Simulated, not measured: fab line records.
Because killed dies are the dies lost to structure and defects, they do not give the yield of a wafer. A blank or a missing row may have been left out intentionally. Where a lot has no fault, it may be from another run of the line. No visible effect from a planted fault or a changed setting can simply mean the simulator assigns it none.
fab line records	flow n5-finfet	part 1 of 2: steps 1 to 3 of 6
[record] lots = 22	wafers = 66	last-day = 17
route steps=1938 shown MOL_CONTACT_COAG@577 BEOL_M0_SAQP@689
lots that met no fault: taken from a fault-free run of the same line
start-h: hours from the record's first day to the start of the lot's first wafer shown	wait-h: time in hours since the lot's previous step	" identical to the entry in the row above	L1.1+2: a row that stands for several wafers	- no value, or no start was given	* or withheld: withheld	< > ~ a bound
route shown NAME@n: NAME is a module with steps in the file, n the number in the route of the first one	usual: average and standard deviation across the fault-free wafers	same: alike in all rows	chamber/n: place in a boat	sites: per-site readings	_std_site: the values' standard deviation	_edge_site: inner sites' mean taken away from outer sites' mean	radius-mm: how far each site lies from the wafer's centre	mask NAME#n: copy n	behind: tool/chamber where the wafer was last shaped	hold: why the lot was held/for how many hours/how that ended	device: the n, p or np transistor that did not switch	end of line: tests of these same wafers at the route's end	a step given without rows: its recipe and nothing more	killed: not the wafer's yield, but the dies lost to structure and defects at the first sort	map: a wafer's dies, marking killed ones x, the rest . and places with no die _
set.NAME: the run value of the setting; set.NAME@STEP: its run value at that earlier step	model.NAME: the simulator's own value behind a step, which no gauge read
one table for each step of the route and one row for each wafer, over a sample of lots
services: when a tool's chamber went out of use (start-h, in hours from the record's first day, below 0 if earlier), for how many hours, and the reason
[[steps]]
[step N5_MOL_CONTACT_COAG_ETCH_89]
[recipe] chemistry = N2/H2	target = underlayer	target-depth-a = 130	mask-material = CAR-EUV	time-s = 10.4	ion-energy-ev = 200	pressure-mtorr = 30	source-w = 840	bias-w = 150	n2-flow-sccm = 200	h2-flow-sccm = 200	ends = cleared
[usual] bias-w = 150.0/0.46	chamber-pressure-mTorr = 29.999/0.029	drypump-motor-current-A = 5.9/0.47	etch-rf-on-time-s = 10.40/0.24	oes-product-au = 0.65/0.075	rf-fwd-power-W = 819.3/2.6	rf-vpp-V = 523.3/2.5	showerhead-plenum-p-Torr = 2.52/0.072	throttle-valve-pct = 17.85/0.26
lot.wafer	tool	chamber	start-h	wait-h	bias-w	chamber-pressure-mTorr	drypump-motor-current-A	etch-rf-on-time-s	oes-product-au	rf-fwd-power-W	rf-hours-counter-h	rf-vpp-V	showerhead-plenum-p-Torr	throttle-valve-pct
L074.1	rie-diel-05	1	97.02	0.0	149.7	30.053	5.0	10.63	0.63	815.7	166	524.2	2.54	17.68
L074.2	"	2	"	"	150.3	30.007	5.9	10.65	0.60	815.6	216	519.5	2.42	18.11
L074.5	"	3	"	"	149.9	30.026	6.2	10.71	0.60	816.3	-	527.7	2.61	17.56
L075.1	rie-diel-05	0	103.16	0.0	150.4	29.963	5.9	10.47	0.60	819.6	215	520.0	2.42	17.81
L075.2	"	2	"	"	149.7	30.018	5.9	10.43	0.60	816.9	219	520.1	2.42	18.11
L075.3	"	1	"	"	149.2	30.022	5.0	10.44	0.63	820.1	169	524.6	2.54	17.70
L076.1	rie-diel-03	1	115.70	0.0	150.6	30.015	6.6	10.01	0.78	819.7	34	523.5	2.49	17.52
L076.2	"	0	"	"	149.7	30.036	5.3	10.45	0.63	818.2	165	522.2	2.52	17.82
L076.4	"	0	"	"	149.5	29.939	5.4	10.50	0.63	822.0	-	523.5	2.52	17.81
L077.2	rie-diel-05	0	117.93	0.0	150.4	30.022	5.9	10.65	0.59	822.6	219	520.8	2.42	17.83
L077.3	"	1	"	"	150.4	30.014	5.0	10.57	0.61	816.0	174	523.9	2.54	17.70
L077.5	"	2	"	"	149.1	29.978	6.0	10.62	0.59	819.8	-	518.4	2.42	18.12
L078.2	rie-diel-03	3	125.14	0.0	150.8	30.032	5.5	10.25	0.79	822.3	21	519.7	2.50	17.78
L078.3	"	2	"	"	149.6	30.049	6.0	10.54	0.62	818.0	202	526.9	2.62	18.42
L078.6	"	3	"	"	149.8	30.033	5.5	10.21	0.80	820.6	-	520.5	2.50	17.79
L079.1	rie-diel-04	1	127.72	0.0	149.7	29.969	6.1	10.19	0.61	816.0	208	527.3	2.63	17.62
L079.4	"	3	"	"	150.0	29.958	6.1	10.35	0.70	821.4	97	521.2	2.46	17.64
L079.6	"	3	"	"	150.2	30.004	6.1	10.39	0.70	822.7	-	523.0	2.46	17.64
L080.4	rie-diel-03	3	137.55	0.0	150.2	29.989	5.5	10.15	0.79	816.3	25	521.1	2.50	17.80
L080.5	"	2	"	"	150.3	30.004	6.0	10.53	0.61	821.2	-	526.5	2.62	18.43
L080.6	"	1	"	"	150.4	30.000	6.6	9.86	0.77	816.9	-	522.6	2.49	17.52
L081.3	rie-diel-03	2	147.77	0.0	149.9	29.988	6.0	10.39	0.61	820.6	209	526.7	2.62	18.43
L081.4	"	1	"	"	149.4	29.948	6.6	9.83	0.76	818.5	46	523.6	2.49	17.55
L081.5	"	0	"	"	150.5	30.041	5.3	10.36	0.62	818.0	-	524.1	2.52	17.84
L083.2	rie-diel-03	3	152.82	0.0	150.3	29.971	5.5	10.14	0.77	819.8	30	521.7	2.50	17.79
L083.4	"	0	"	"	150.5	29.945	5.3	10.48	0.62	815.2	178	522.3	2.52	17.86
L083.6	"	3	"	"	149.4	30.007	5.6	10.16	0.78	822.1	-	522.5	2.50	17.80
L084.1	rie-diel-03	0	158.14	0.0	150.0	29.993	5.3	10.42	0.62	820.9	181	522.9	2.51	17.86
L084.2	"	3	"	"	150.3	30.023	5.5	10.03	0.78	817.0	32	522.3	2.50	17.81
L084.6	"	0	"	"	149.9	29.951	5.3	10.39	0.62	821.6	-	523.3	2.51	17.83
L085.1	rie-diel-05	0	171.32	0.0	150.9	29.962	5.9	10.57	0.58	817.6	237	518.3	2.41	17.87
L085.5	"	1	"	"	149.6	30.010	5.0	10.59	0.60	816.6	-	525.5	2.53	17.73
L085.6	"	0	"	"	150.1	29.968	5.9	10.56	0.58	818.4	-	520.2	2.41	17.86
L086.1	rie-diel-04	3	172.04	0.0	150.6	29.956	6.1	10.33	0.69	822.1	115	521.7	2.45	17.65
L086.2	"	1	"	"	150.1	29.977	6.1	10.06	0.61	817.5	226	527.0	2.62	17.67
L086.4	"	3	"	"	149.5	29.988	6.1	10.33	0.68	821.1	-	521.2	2.45	17.67
L087.1	rie-diel-04	3	177.59	0.0	149.8	30.037	6.1	10.38	0.68	816.6	119	521.9	2.45	17.65
L087.5	"	3	"	"	150.1	30.021	6.1	10.32	0.68	819.1	-	519.7	2.45	17.65
L087.6	"	2	"	"	150.9	29.994	6.4	10.37	0.60	816.3	-	523.4	2.52	18.17
L089.1	rie-diel-03	2	188.52	0.0	150.6	30.009	6.0	10.45	0.61	818.5	227	525.2	2.61	18.45
L089.3	"	1	"	"	150.4	30.008	6.6	10.02	0.74	822.8	63	521.9	2.48	17.57
L089.4	"	0	"	"	150.0	30.024	5.4	10.56	0.61	818.3	194	523.9	2.51	17.86
L088.1	rie-diel-05	1	195.25	0.0	150.1	29.987	5.0	10.62	0.60	820.6	196	522.8	2.53	17.74
L088.4	"	0	"	"	149.7	30.019	5.9	10.55	0.58	823.4	241	519.5	2.41	17.86
L088.5	"	2	"	"	149.9	29.987	6.0	10.64	0.58	823.9	-	519.2	2.41	18.16
L090.3	rie-diel-03	3	195.97	0.0	150.2	30.024	5.5	10.13	0.75	823.2	49	523.0	2.49	17.83
L090.5	"	2	"	"	149.4	29.992	6.0	10.44	0.60	818.2	-	526.7	2.61	18.45
L090.6	"	1	"	"	149.9	29.979	6.6	9.92	0.74	820.9	-	520.4	2.48	17.57
L091.1	rie-diel-05	1	199.01	0.0	149.6	30.026	5.0	10.59	0.61	812.2	198	524.0	2.53	17.75
L091.4	"	3	"	"	150.6	30.002	6.1	10.63	0.59	818.5	233	526.0	2.60	17.61
L091.5	"	3	"	"	149.5	29.997	6.1	10.69	0.59	817.6	-	526.8	2.60	17.61
L092.2	rie-diel-04	0	210.30	0.0	150.4	30.018	6.6	10.76	0.58	817.4	214	525.6	2.62	17.65
L092.4	"	1	"	"	150.5	30.007	6.1	10.30	0.58	820.6	244	523.4	2.61	17.68
L092.6	"	1	"	"	150.5	29.997	6.1	10.33	0.58	818.3	-	525.7	2.61	17.70
L093.1	rie-diel-05	0	214.06	0.0	150.4	30.001	5.9	10.45	0.58	818.6	249	519.8	2.41	17.88
L093.4	"	1	"	"	149.8	29.952	5.0	10.48	0.59	818.8	-	524.5	2.52	17.75
L093.6	"	0	"	"	150.1	30.036	5.9	10.46	0.58	818.5	-	519.8	2.41	17.88
L094.1	rie-diel-03	0	217.83	0.0	149.2	29.962	5.3	10.59	0.59	821.7	205	523.7	2.50	17.87
L094.2	"	3	"	"	150.0	29.973	5.5	10.01	0.76	822.4	56	523.3	2.49	17.85
L094.6	"	2	"	"	150.2	30.011	6.0	10.53	0.60	822.1	-	525.5	2.61	18.47
L095.3	rie-diel-05	3	232.81	0.0	150.3	29.974	6.1	10.55	0.59	823.0	248	524.6	2.60	17.65
L095.5	"	3	"	"	150.6	29.991	6.1	10.57	0.59	825.0	-	526.3	2.60	17.62
L095.6	"	2	"	"	148.9	30.005	5.9	10.06	0.86	816.7	-	527.9	2.72	17.76
L097.1	rie-diel-04	3	238.90	0.0	150.2	30.059	6.1	10.49	0.66	821.9	143	519.2	2.44	17.70
L097.2	"	2	"	"	149.8	29.993	6.4	10.38	0.59	820.3	237	521.1	2.51	18.22
L097.3	"	0	"	"	150.5	29.959	6.6	10.71	0.59	816.9	225	528.3	2.61	17.68
[step N5_MOL_CONTACT_COAG_ETCH_47]
[recipe] chemistry = CH3F/O2	target = SiNx	target-depth-a = 270	mask-material = SiO2	stop-on = W	over-etch-frac = 0.2	ion-energy-ev = 120	endpoint = OES-CN	pressure-mtorr = 30	source-w = 395	bias-w = 73	Ar_flow_sccm = 150	CH3F_flow_sccm = 30	O2_flow_sccm = 20	ends = end-point
[usual] O2_flow_sccm = 20.00/0.058	bias-w = 72.99/0.21	chamber-pressure-mTorr = 30.000/0.028	drypump-motor-current-A = 5.9/0.46	etch-rf-on-time-s = 31.3/0.66	oes-product-au = 0.67/0.081	rf-fwd-power-W = 385.6/1.6	rf-vpp-V = 295/5.3	showerhead-plenum-p-Torr = 1.99/0.06	throttle-valve-pct = 16.30/0.21
[same] over-etch-frac = 0.2
lot.wafer	tool	chamber	start-h	wait-h	O2_flow_sccm	bias-w	chamber-pressure-mTorr	drypump-motor-current-A	etch-rf-on-time-s	oes-product-au	rf-fwd-power-W	rf-hours-counter-h	rf-vpp-V	showerhead-plenum-p-Torr	throttle-valve-pct
L074.1	rie-diel-04	0	97.68	0.0	20.08	73.16	29.978	6.6	32.3	0.64	385.3	188	301	2.07	16.13
L074.2	"	3	"	"	19.99	72.62	30.064	6.1	30.9	0.73	387.0	86	305	1.94	16.07
L074.5	"	1	"	"	19.98	72.95	30.053	6.1	30.8	0.64	385.5	-	297	2.06	16.12
L075.1	rie-diel-03	1	103.78	0.0	20.01	72.67	30.016	6.6	30.5	0.81	386.1	30	294	1.96	15.98
L075.2	"	0	"	"	20.00	72.81	29.976	5.3	31.4	0.66	385.2	161	295	2.00	16.39
L075.3	"	2	"	"	20.09	72.93	29.984	6.0	31.2	0.65	386.0	198	300	2.07	16.84
L076.1	rie-diel-03	1	116.56	0.0	20.04	73.21	29.999	6.6	30.6	0.81	383.9	35	294	1.96	16.00
L076.2	"	3	"	"	20.04	72.81	29.988	5.5	30.0	0.84	385.4	17	300	1.98	16.32
L076.4	"	0	"	"	20.06	72.90	29.978	5.3	31.3	0.66	385.3	-	294	2.00	16.42
L077.2	rie-diel-03	0	118.63	0.0	19.91	73.20	30.006	5.4	31.5	0.66	386.2	166	296	2.00	16.39
L077.3	"	1	"	"	19.94	73.37	29.982	6.6	30.5	0.80	385.8	35	293	1.96	16.00
L077.5	"	0	"	"	19.92	73.29	29.995	5.4	31.1	0.67	387.0	-	296	2.00	16.41
L078.2	rie-diel-04	1	125.68	0.0	20.03	73.21	29.993	6.1	31.1	0.64	385.4	207	297	2.06	16.16
L078.3	"	3	"	"	19.97	72.61	30.002	6.1	31.1	0.73	386.1	97	305	1.94	16.08
L078.6	"	2	"	"	19.97	73.04	30.023	6.4	31.9	0.63	384.2	-	293	1.97	16.54
L079.1	rie-diel-04	3	128.26	0.0	19.94	72.97	29.995	6.0	31.5	0.73	386.0	98	306	1.94	16.09
L079.4	"	0	"	"	20.05	72.68	29.994	6.6	32.2	0.62	386.2	201	302	2.07	16.14
L079.6	"	1	"	"	20.00	73.09	30.051	6.1	31.1	0.63	385.5	-	296	2.06	16.16
L080.4	rie-diel-03	2	138.10	0.0	19.93	72.69	29.990	6.0	31.7	0.64	388.2	207	298	2.07	16.85
L080.5	"	0	"	"	20.01	72.68	29.980	5.3	31.5	0.65	385.7	-	296	2.00	16.44
L080.6	"	3	"	"	20.00	73.40	30.017	5.5	30.2	0.82	385.6	-	299	1.98	16.32
L081.3	rie-diel-04	3	148.50	0.0	20.03	72.84	30.001	6.1	31.5	0.72	388.2	105	305	1.94	16.09
L081.4	"	3	"	"	20.02	73.12	30.012	6.0	31.1	0.72	387.7	-	305	1.94	16.11
L081.5	"	1	"	"	20.10	73.54	30.020	6.0	31.0	0.63	390.2	-	297	2.06	16.15
L083.2	rie-diel-05	2	153.36	0.0	20.09	72.87	30.001	6.0	31.8	0.61	386.2	235	293	1.88	16.49
L083.4	"	1	"	"	20.05	73.24	29.973	5.0	31.7	0.64	384.9	185	289	1.99	16.18
L083.6	"	3	"	"	20.03	72.97	30.038	6.2	31.7	0.63	385.8	-	288	2.06	16.17
L084.1	rie-diel-03	0	158.68	0.0	20.11	72.91	29.995	5.3	31.4	0.64	383.9	181	297	2.00	16.43
L084.2	"	2	"	"	19.98	72.88	30.022	5.9	31.5	0.64	386.0	214	298	2.07	16.86
L084.6	"	3	"	"	20.02	72.77	30.006	5.5	30.5	0.81	383.0	-	301	1.97	16.34
L085.1	rie-diel-04	1	171.94	0.0	20.02	72.84	30.029	6.1	31.0	0.62	384.6	226	295	2.05	16.18
L085.5	"	3	"	"	19.94	73.32	29.955	6.1	31.2	0.71	384.6	-	305	1.94	16.13
L085.6	"	1	"	"	20.01	73.23	29.980	6.1	31.5	0.62	384.0	-	296	2.05	16.17
L086.1	rie-diel-04	2	172.63	0.0	19.97	73.03	29.995	6.4	31.3	0.63	384.3	210	292	1.96	16.61
L086.2	"	1	"	"	19.99	72.76	29.947	6.1	30.7	0.62	385.5	226	297	2.05	16.20
L086.4	"	3	"	"	19.96	72.97	30.051	6.1	30.9	0.72	385.7	-	305	1.94	16.12
L087.1	rie-diel-03	0	178.13	0.0	20.02	73.18	29.954	5.3	31.1	0.64	383.8	189	295	2.00	16.45
L087.5	"	3	"	"	19.94	73.02	30.019	5.5	29.9	0.81	386.5	-	300	1.97	16.36
L087.6	"	0	"	"	19.99	73.00	29.986	5.3	30.8	0.65	384.6	-	294	2.00	16.46
L089.1	rie-diel-04	3	189.28	0.0	20.01	73.04	30.006	6.1	31.7	0.70	385.6	124	305	1.93	16.15
L089.3	"	0	"	"	19.97	72.89	29.989	6.5	32.4	0.61	387.4	209	302	2.06	16.18
L089.4	"	2	"	"	20.06	72.79	29.987	6.4	32.2	0.61	383.7	219	291	1.96	16.62
L088.1	rie-diel-03	3	195.79	0.0	19.99	73.04	29.970	5.5	30.3	0.79	386.4	49	299	1.97	16.36
L088.4	"	1	"	"	20.01	73.15	30.021	6.6	30.6	0.76	386.8	67	293	1.95	16.05
L088.5	"	3	"	"	19.99	73.02	29.967	5.5	30.5	0.79	387.5	-	300	1.97	16.35
L090.3	rie-diel-05	1	196.51	0.0	19.97	72.86	30.056	5.0	32.3	0.63	384.7	197	289	1.99	16.22
L090.5	"	2	"	"	20.05	72.68	30.025	6.0	32.5	0.60	387.1	-	293	1.88	16.51
L090.6	"	1	"	"	19.95	72.78	30.021	5.0	32.0	0.62	384.7	-	290	1.99	16.21
L091.1	rie-diel-05	2	199.55	0.0	19.95	72.67	29.992	5.9	32.1	0.61	384.1	247	293	1.88	16.53
L091.4	"	3	"	"	19.92	72.99	29.999	6.2	31.5	0.62	385.5	233	288	2.05	16.19
L091.5	"	2	"	"	19.98	73.27	30.020	5.9	31.6	0.61	382.1	-	292	1.88	16.51
L092.2	rie-diel-05	1	211.16	0.0	19.93	72.95	30.000	5.0	32.1	0.63	384.9	203	289	1.99	16.22
L092.4	"	1	"	"	19.96	72.85	29.995	5.0	31.7	0.62	386.0	-	289	1.98	16.24
L092.6	"	3	"	"	20.00	73.01	29.966	6.2	31.8	0.61	383.4	-	287	2.05	16.21
L093.1	rie-diel-03	0	214.67	0.0	20.14	72.93	29.995	5.4	31.9	0.63	386.4	204	295	1.99	16.47
L093.4	"	1	"	"	20.01	72.92	30.032	6.6	30.1	0.76	385.8	74	294	1.95	16.06
L093.6	"	3	"	"	19.99	72.97	29.957	5.5	30.2	0.78	385.0	-	300	1.96	16.38
L094.1	rie-diel-04	1	218.45	0.0	20.00	72.80	30.021	6.1	31.3	0.61	386.5	247	297	2.05	16.22
L094.2	"	2	"	"	20.03	73.12	29.995	6.3	31.3	0.61	384.6	230	292	1.96	16.63
L094.6	"	1	"	"	19.96	72.88	30.001	6.1	31.4	0.60	385.8	-	296	2.05	16.21
L095.3	rie-diel-04	3	233.35	0.0	19.96	73.21	30.006	6.0	31.5	0.69	383.4	140	303	1.93	16.19
L095.5	"	3	"	"	19.93	73.45	30.033	6.1	31.0	0.70	382.5	-	305	1.93	16.18
L095.6	"	2	"	"	20.07	72.72	29.955	6.3	31.1	0.61	384.5	-	293	1.96	16.62
L097.1	rie-diel-05	2	239.44	0.0	19.96	72.93	29.968	6.0	30.2	0.88	384.9	7	297	2.13	16.08
L097.2	"	3	"	"	19.97	73.10	30.004	6.1	32.1	0.61	384.8	251	285	2.05	16.24
L097.3	"	1	"	"	20.01	73.00	30.023	5.0	31.9	0.62	385.1	216	289	1.98	16.24
[step N5_MOL_CONTACT_COAG_STRIP_119]
[recipe] chemistry = N2/H2	time-s = 30	power-w = 1000	temp-c = 250	pressure-mtorr = withheld	n2-flow-sccm = 1750	h2-flow-sccm = 3250
[usual] drypump-motor-current-A = 5.8/0.69	heater-power-w = 318/22
lot.wafer	tool	chamber	start-h	wait-h	drypump-motor-current-A	heater-power-w	rf-hours-counter-h
L074.1	plasma-asher-02	0	97.76	0.1	6.7	324	90
L074.2	"	1	"	"	5.2	307	90
L074.5	"	1	"	"	5.2	311	-
L075.1	plasma-asher-02	0	103.87	0.1	6.7	321	91
L075.2	"	1	"	"	5.2	309	91
L075.3	"	1	"	"	5.2	312	-
L076.1	plasma-asher-01	1	116.64	0.1	5.7	349	42
L076.2	"	0	"	"	5.3	277	42
L076.4	"	0	"	"	5.2	275	-
L077.2	plasma-asher-02	0	118.71	0.1	6.7	333	94
L077.3	"	0	"	"	6.7	319	-
L077.5	"	1	"	"	5.2	306	-
L078.2	plasma-asher-02	0	125.76	0.1	6.7	334	96
L078.3	"	1	"	"	5.2	302	-
L078.6	"	1	"	"	5.2	317	-
L079.1	plasma-asher-02	0	128.34	0.1	6.7	324	97
L079.4	"	0	"	"	6.7	325	-
L079.6	"	1	"	"	5.2	309	-
L080.4	plasma-asher-01	0	138.20	0.1	5.3	277	-
L080.5	"	0	"	"	5.3	278	-
L080.6	"	1	"	"	5.7	357	-
L081.3	plasma-asher-01	0	148.60	0.1	5.2	269	-
L081.4	"	1	"	"	5.7	351	-
L081.5	"	1	"	"	5.8	355	-
L083.2	plasma-asher-01	0	153.44	0.1	5.3	281	49
L083.4	"	1	"	"	5.7	351	-
L083.6	"	0	"	"	5.3	283	-
L084.1	plasma-asher-02	1	158.77	0.1	5.3	315	102
L084.2	"	0	"	"	6.7	327	102
L084.6	"	0	"	"	6.7	323	-
L085.1	plasma-asher-02	0	172.02	0.1	6.7	331	105
L085.5	"	1	"	"	5.2	314	-
L085.6	"	0	"	"	6.7	331	-
L086.1	plasma-asher-02	0	172.71	0.1	6.7	336	105
L086.2	"	1	"	"	5.2	306	105
L086.4	"	0	"	"	6.7	329	-
L087.1	plasma-asher-02	1	178.21	0.1	5.2	313	107
L087.5	"	1	"	"	5.2	310	-
L087.6	"	0	"	"	6.7	320	-
L089.1	plasma-asher-02	0	189.36	0.1	6.7	328	109
L089.3	"	0	"	"	6.7	329	-
L089.4	"	1	"	"	5.2	309	-
L088.1	plasma-asher-02	1	195.88	0.1	5.2	318	110
L088.4	"	0	"	"	6.7	333	-
L088.5	"	1	"	"	5.2	312	-
L090.3	plasma-asher-02	0	196.61	0.1	6.7	323	-
L090.5	"	0	"	"	6.7	325	-
L090.6	"	1	"	"	5.2	313	-
L091.1	plasma-asher-02	1	199.63	0.1	5.2	306	111
L091.4	"	0	"	"	6.7	330	-
L091.5	"	0	"	"	6.7	333	-
L092.2	plasma-asher-02	1	211.24	0.1	5.2	310	113
L092.4	"	1	"	"	5.2	309	-
L092.6	"	1	"	"	5.2	314	-
L093.1	plasma-asher-01	1	214.75	0.1	5.7	357	62
L093.4	"	1	"	"	5.7	361	-
L093.6	"	0	"	"	5.3	275	-
L094.1	plasma-asher-02	1	218.53	0.1	5.2	304	114
L094.2	"	0	"	"	6.7	335	114
L094.6	"	1	"	"	5.2	311	-
L095.3	plasma-asher-02	0	233.45	0.1	6.7	324	-
L095.5	"	0	"	"	6.7	322	-
L095.6	"	1	"	"	5.2	298	-
L097.1	plasma-asher-02	1	239.52	0.1	5.2	302	118
L097.2	"	0	"	"	6.7	323	118
L097.3	"	1	"	"	5.2	301	-
